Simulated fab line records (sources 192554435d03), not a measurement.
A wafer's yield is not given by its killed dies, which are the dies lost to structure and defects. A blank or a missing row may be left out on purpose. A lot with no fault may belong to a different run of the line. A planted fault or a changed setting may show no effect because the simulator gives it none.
Split-lot experiment / flow n5-finfet / 21 wafers read from 7 lots, route of 1938 steps

## ON THE SPLIT
At N5_BEOL_M4_COAT_62 (time 60 s, resist thk 12 nm), the setting spin-rpm was moved away from the recipe's 1500 rpm on 7 of the 21 wafers read, by -9.9% to +7.3%. The other wafers ran this setting at the recipe's value.

## FROM THE SPLIT TO THE READING: what the file shows between them, 6 steps
- N5_BEOL_M4_EXPOSE_08: exposes mask M4 (also split here: dose-mj)
- N5_BEOL_M4_PEB_09: peb time 60 s
- N5_BEOL_M4_DEVELOP_10: develop time 30 s
- N5_BEOL_M4_CD_MEAS_11: target cd 16.79 nm
- N5_BEOL_M4_DESCUM_16: chemistry O2, time 7 s
- N5_BEOL_M4_ETCH_74: etches underlayer in N2/H2, target depth 6.5 nm, time 5.2 s

## THE READING
etch.depth-nm (the simulator's own value, which no gauge read), in nm, at N5_BEOL_M4_ETCH_63 (etches SiARC in CF4, target depth 15.6 nm, time 26 s). The file does not state a usual value for it. Across the 14 wafers here that went through the recipe, the average is 12.02 nm and the standard deviation 0.027 nm.

wafer=L074.4; tool, chamber at the split=litho-track-05, 0; spin-rpm as run, rpm=1500; against the recipe=recipe; etch.depth-nm, nm=12.03; against lot-mates on the recipe=-
wafer=L074.5; tool, chamber at the split=litho-track-05, 0; spin-rpm as run, rpm=1370; against the recipe=-8.7%; etch.depth-nm, nm=12.54; against lot-mates on the recipe=+0.52
wafer=L074.6; tool, chamber at the split=litho-track-05, 0; spin-rpm as run, rpm=1500; against the recipe=recipe; etch.depth-nm, nm=12; against lot-mates on the recipe=-
wafer=L075.3; tool, chamber at the split=litho-track-03, 0; spin-rpm as run, rpm=1588; against the recipe=+5.9%; etch.depth-nm, nm=11.71; against lot-mates on the recipe=-0.31
wafer=L075.5; tool, chamber at the split=litho-track-03, 0; spin-rpm as run, rpm=1588; against the recipe=+5.9%; etch.depth-nm, nm=11.7; against lot-mates on the recipe=-0.32
wafer=L075.6; tool, chamber at the split=litho-track-03, 0; spin-rpm as run, rpm=1500; against the recipe=recipe; etch.depth-nm, nm=12.02; against lot-mates on the recipe=-
wafer=L082.2; tool, chamber at the split=litho-track-02, 0; spin-rpm as run, rpm=1500; against the recipe=recipe; etch.depth-nm, nm=12.07; against lot-mates on the recipe=-
wafer=L082.3; tool, chamber at the split=litho-track-02, 0; spin-rpm as run, rpm=1500; against the recipe=recipe; etch.depth-nm, nm=12.05; against lot-mates on the recipe=-
wafer=L082.5; tool, chamber at the split=litho-track-02, 0; spin-rpm as run, rpm=1610; against the recipe=+7.3%; etch.depth-nm, nm=11.65; against lot-mates on the recipe=-0.41
wafer=L083.1; tool, chamber at the split=litho-track-02, 0; spin-rpm as run, rpm=1404; against the recipe=-6.4%; etch.depth-nm, nm=12.45; against lot-mates on the recipe=+0.41
wafer=L083.2; tool, chamber at the split=litho-track-02, 0; spin-rpm as run, rpm=1500; against the recipe=recipe; etch.depth-nm, nm=12.05; against lot-mates on the recipe=-
wafer=L083.5; tool, chamber at the split=litho-track-02, 0; spin-rpm as run, rpm=1500; against the recipe=recipe; etch.depth-nm, nm=12.03; against lot-mates on the recipe=-
wafer=L084.1; tool, chamber at the split=litho-track-03, 0; spin-rpm as run, rpm=1500; against the recipe=recipe; etch.depth-nm, nm=12.02; against lot-mates on the recipe=-
wafer=L084.3; tool, chamber at the split=litho-track-03, 0; spin-rpm as run, rpm=1583; against the recipe=+5.5%; etch.depth-nm, nm=11.69; against lot-mates on the recipe=-0.31
wafer=L084.4; tool, chamber at the split=litho-track-03, 0; spin-rpm as run, rpm=1500; against the recipe=recipe; etch.depth-nm, nm=11.99; against lot-mates on the recipe=-
wafer=L085.3; tool, chamber at the split=litho-track-05, 0; spin-rpm as run, rpm=1500; against the recipe=recipe; etch.depth-nm, nm=12; against lot-mates on the recipe=-
wafer=L085.4; tool, chamber at the split=litho-track-05, 0; spin-rpm as run, rpm=1500; against the recipe=recipe; etch.depth-nm, nm=12.03; against lot-mates on the recipe=-
wafer=L085.6; tool, chamber at the split=litho-track-05, 0; spin-rpm as run, rpm=1500; against the recipe=recipe; etch.depth-nm, nm=12.01; against lot-mates on the recipe=-
wafer=L092.2; tool, chamber at the split=litho-track-02, 0; spin-rpm as run, rpm=1500; against the recipe=recipe; etch.depth-nm, nm=11.96; against lot-mates on the recipe=-
wafer=L092.3; tool, chamber at the split=litho-track-02, 0; spin-rpm as run, rpm=1352; against the recipe=-9.9%; etch.depth-nm, nm=12.59; against lot-mates on the recipe=+0.61
wafer=L092.5; tool, chamber at the split=litho-track-02, 0; spin-rpm as run, rpm=1500; against the recipe=recipe; etch.depth-nm, nm=12; against lot-mates on the recipe=-

THE FIT
A straight line over all 21 wafers: etch.depth-nm changes by -0.0576 nm for each +1% of spin-rpm; r = -0.99; the points scatter about the line by 0.03 nm.
The same after taking each lot's own level away (the mean of its wafers on the recipe; 21 wafers): -0.059 nm for each +1%; r = -1.00; scatter 0.018 nm.
According to that fit, moving spin-rpm by its largest amount changes the reading by 0.58 nm.
The span of the lots' own levels, 11.980 to 12.060 nm, comes to 2.9 times the standard deviation stated above.
The two slopes agree, so the slope changes little with the lot-to-lot level.
Check: +0.581 nm against its lot-mates is what the line predicts for one of the wafers moved furthest among these (-9.9%) when that wafer is left out of the fit. Against them it came out at +0.61 nm.

## THESE WAFERS: OTHER SPLITS
Other splits were also applied to these wafers ahead of the reading. Each is held against what the fit with the lots' levels taken away leaves over:
other split on the same wafers=N5_BEOL_M4_EXPOSE_08 dose-mj; wafers away from the commonest value=8; r with etch.depth-nm (lot level and that fit taken away)=+0.01

## THE WHOLE CHAIN: every reading that the file lists as answering this split, in the file's order
step=N5_BEOL_M4_COAT_62; what it does=time 60 s, resist thk 12 nm; reading=SiARC_of_BEOL_M4_COAT_62.thk-nm (the simulator's own value, which no gauge read); change (the file's fit)=-0.062 nm for each +1% of the setting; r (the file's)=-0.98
step=N5_BEOL_M4_ETCH_63; what it does=etches SiARC in CF4, target depth 15.6 nm, time 26 s; reading=etch-rf-on-time-s; change (the file's fit)=withheld for each +1% of the setting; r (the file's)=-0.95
step=N5_BEOL_M4_ETCH_63; what it does=etches SiARC in CF4, target depth 15.6 nm, time 26 s; reading=CAR-EUV_of_BEOL_M4_COAT_05.thk-nm (the simulator's own value, which no gauge read); change (the file's fit)=+0.0421 nm for each +1% of the setting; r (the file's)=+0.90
step=N5_BEOL_M4_ETCH_63; what it does=etches SiARC in CF4, target depth 15.6 nm, time 26 s; reading=etch.depth-nm (the simulator's own value, which no gauge read); change (the file's fit)=-0.0596 nm for each +1% of the setting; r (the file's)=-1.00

## THE FILE'S OWN FIT
etch.depth-nm changes by -0.0596 nm for each +1% of spin-rpm, r = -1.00.
